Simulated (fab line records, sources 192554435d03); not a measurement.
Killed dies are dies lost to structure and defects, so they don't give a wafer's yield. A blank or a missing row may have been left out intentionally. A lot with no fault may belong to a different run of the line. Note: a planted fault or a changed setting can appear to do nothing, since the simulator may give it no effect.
Split-lot experiment -- flow n5_finfet -- route with 1938 steps; 7 lots, 39 wafers read

## ABOUT THE SPLIT
At N5_BEOL_M9_CVD_78 (deposits Co from CCTBA/H2, target thk 2 nm, time 138.9 s), the setting target_thk_a was moved away from the recipe's 20 angstrom on 9 of the 39 wafers read, by -35.7% to +40.3%. The other wafers ran this setting at the recipe's value.

The reading is taken at the split's own step.

## THE READING
Co_of_BEOL_M9_CVD_78.thk_nm (the simulator's own value, which no gauge read), in nm, at N5_BEOL_M9_CVD_78 (deposits Co from CCTBA/H2, target thk 2 nm, time 138.9 s). No usual value for it is given in the file. The 30 wafers here that ran the recipe average 2.0 nm, standard deviation 0.11 nm.

wafer,"tool, chamber at the split","target_thk_a as run, angstrom",against the recipe,"Co_of_BEOL_M9_CVD_78.thk_nm, nm",against lot-mates on the recipe
L080.1,"cvd_co-02, 2,0",20,recipe,2,-
L080.5,"cvd_co-02, 2,0",20,recipe,2,-
L080.2,"cvd_co-02, 0,1",28.05,+40.3%,2.8,+0.7
L080.3,"cvd_co-02, 0,1",28.05,+40.3%,2.8,+0.7
L080.4,"cvd_co-02, 1",28.05,+40.3%,3,+0.9
L080.6,"cvd_co-02, 2",20,recipe,2.2,-
L081.1,"cvd_co-01, 0,2,0",20,recipe,1.8,-
L081.4,"cvd_co-01, 0,2,0",20,recipe,1.8,-
L081.6,"cvd_co-01, 0,2,0",20,recipe,1.8,-
L081.2,"cvd_co-01, 1,2,1",20,recipe,2,-
L081.3,"cvd_co-01, 1,2,1",20,recipe,2,-
L081.5,"cvd_co-01, 1,2,1",20,recipe,2,-
L084.1,"cvd_co-02, 2",20,recipe,2,-
L084.4,"cvd_co-02, 2",20,recipe,2,-
L084.2,"cvd_co-02, 0,1,1",12.87,-35.7%,1.2,-0.7
L084.3,"cvd_co-02, 0,1,1",12.87,-35.7%,1.2,-0.7
L084.5,"cvd_co-02, 0,1,1",12.87,-35.7%,1.2,-0.7
L084.6,"cvd_co-02, 0",20,recipe,1.8,-
L086.1,"cvd_co-01, 2,0,0,2",20,recipe,2,-
L086.2,"cvd_co-01, 2,0,0,2",20,recipe,2,-
L086.4,"cvd_co-01, 2,0,0,2",20,recipe,2,-
L086.6,"cvd_co-01, 2,0,0,2",20,recipe,2,-
L086.3,"cvd_co-01, 1",20,recipe,2.2,-
L086.5,"cvd_co-01, 1",20,recipe,2.2,-
L087.1,"cvd_co-01, 1",13.75,-31.2%,1.4,-0.6
L087.2,"cvd_co-01, 0,2,1",20,recipe,2,-
L087.3,"cvd_co-01, 0,2,1",20,recipe,2,-
L087.6,"cvd_co-01, 0,2,1",20,recipe,2,-
L087.4,"cvd_co-01, 2,0",13.75,-31.2%,1.2,-0.8
L087.5,"cvd_co-01, 2,0",13.75,-31.2%,1.2,-0.8
L094.2,"cvd_co-02, 0",20,recipe,1.8,-
L094.4,"cvd_co-02, 0",20,recipe,1.8,-
L094.5,"cvd_co-02, 2",20,recipe,2,-
L093.1,"cvd_co-01, 0,1,2,0,2,1",20,recipe,2,-
L093.2,"cvd_co-01, 0,1,2,0,2,1",20,recipe,2,-
L093.3,"cvd_co-01, 0,1,2,0,2,1",20,recipe,2,-
L093.4,"cvd_co-01, 0,1,2,0,2,1",20,recipe,2,-
L093.5,"cvd_co-01, 0,1,2,0,2,1",20,recipe,2,-
L093.6,"cvd_co-01, 0,1,2,0,2,1",20,recipe,2,-
Where a row lists several chambers, the file gives one row for several wafers and doesn't say which wafer went through which chamber.

FIT RESULTS
A straight line over all 39 wafers: Co_of_BEOL_M9_CVD_78.thk_nm changes by +0.0222 nm for each +1% of target_thk_a; r = +0.97; the points scatter about the line by 0.1 nm.
The same after taking each lot's own level away (the mean of its wafers on the recipe; 39 wafers): +0.021 nm for each +1%; r = +0.97; scatter 0.085 nm.
Per that fit: largest target_thk_a move, reading shift of 0.84 nm.
Across the lots, their own levels run from 1.87 to 2.07 nm, a range of 1.9 times the standard deviation given above.
Hence the lot-to-lot level has little effect on the slope; both slopes agree.
Check: +0.858 nm against its lot-mates is what the line predicts for one of the wafers moved furthest among these (+40.3%) when that wafer is left out of the fit. Against them it came out at +0.733 nm.

## ADDITIONAL SPLITS CARRIED BY THESE WAFERS
Before the reading, these wafers also passed through other splits. Each is held against what the fit with the lots' levels taken away leaves over:
other split on the same wafers,wafers away from the commonest value,r with Co_of_BEOL_M9_CVD_78.thk_nm (lot level and that fit taken away)
N5_BEOL_M2_TRENCH_ETCH_37 target_depth_a,9,-0.20
N5_BEOL_M3_ETCH_41 target_depth_a,9,+0.30
N5_BEOL_M5_ILD_DEP_00 target_thk_a,18,-0.09
N5_BEOL_M8_DESCUM_16 time_s,12,+0.06

## THE FILE'S OWN FIT
Co_of_BEOL_M9_CVD_78.thk_nm changes by +0.021 nm for each +1% of target_thk_a, r = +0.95.
